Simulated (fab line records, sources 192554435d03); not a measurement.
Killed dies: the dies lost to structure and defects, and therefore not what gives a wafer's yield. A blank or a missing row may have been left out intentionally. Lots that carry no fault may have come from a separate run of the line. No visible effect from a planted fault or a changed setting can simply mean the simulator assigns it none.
Matching of chambers || flow n5_finfet || rie_si-01 running N5_BEOL_M0_SAQP_MANDREL_ETCH_103: 4 sister chambers
The step etches a-Si in HBr/Cl2, stops on SiCN, target depth 45 nm, bt time 10 s, time 27 s. 4 wafers are shown with their chamber, then 9 later ones without.

## EACH WAFER AND ITS CHAMBER
{"wafer": "L084.1", "chamber": 0, "drypump_motor_current_A (A)": 6.2}
{"wafer": "L086.1", "chamber": 1, "drypump_motor_current_A (A)": 5.5}
{"wafer": "L086.4", "chamber": 3, "drypump_motor_current_A (A)": 5.7}
{"wafer": "L086.5", "chamber": 2, "drypump_motor_current_A (A)": 5.9}

## WAFERS WHOSE CHAMBER IS MISSING
{"wafer": "L087.2", "drypump_motor_current_A (A)": 5.5}
{"wafer": "L087.5", "drypump_motor_current_A (A)": 6.2}
{"wafer": "L087.6", "drypump_motor_current_A (A)": 5.7}
{"wafer": "L090.2", "drypump_motor_current_A (A)": 5.4}
{"wafer": "L090.4", "drypump_motor_current_A (A)": 6.2}
{"wafer": "L090.6", "drypump_motor_current_A (A)": 5.4}
{"wafer": "L091.1", "drypump_motor_current_A (A)": 6.2}
{"wafer": "L091.3", "drypump_motor_current_A (A)": 5.9}
{"wafer": "L091.6", "drypump_motor_current_A (A)": 5.9}

## WHICH CHAMBER EACH WENT THROUGH
{"wafer": "L087.2", "from the rows above": 1, "in truth": 1}
{"wafer": "L087.5", "from the rows above": 0, "in truth": 0}
{"wafer": "L087.6", "from the rows above": 3, "in truth": 3}
{"wafer": "L090.2", "from the rows above": 1, "in truth": 1}
{"wafer": "L090.4", "from the rows above": 0, "in truth": 0}
{"wafer": "L090.6", "from the rows above": 1, "in truth": 1}
{"wafer": "L091.1", "from the rows above": 0, "in truth": 0}
{"wafer": "L091.3", "from the rows above": 2, "in truth": 2}
{"wafer": "L091.6", "from the rows above": 2, "in truth": 2}
Placed correctly: 9 of 9. Number that these rows cannot place: 0. Number placed wrongly: 0.
How it was worked out, from the rows above alone: a wafer's distance from a chamber is the root of the sum, over the readings, of the square of ((its reading less the chamber's mean) divided by the reading's scatter). The wafer belongs to the nearest chamber; if the next one is less than 2 further off, it can't be placed. Each chamber's mean is taken over the wafers shown for it. The scatter (one wafer shown for each chamber): square how far every hidden wafer sits from the nearest shown wafer, average those squares and take the square root.
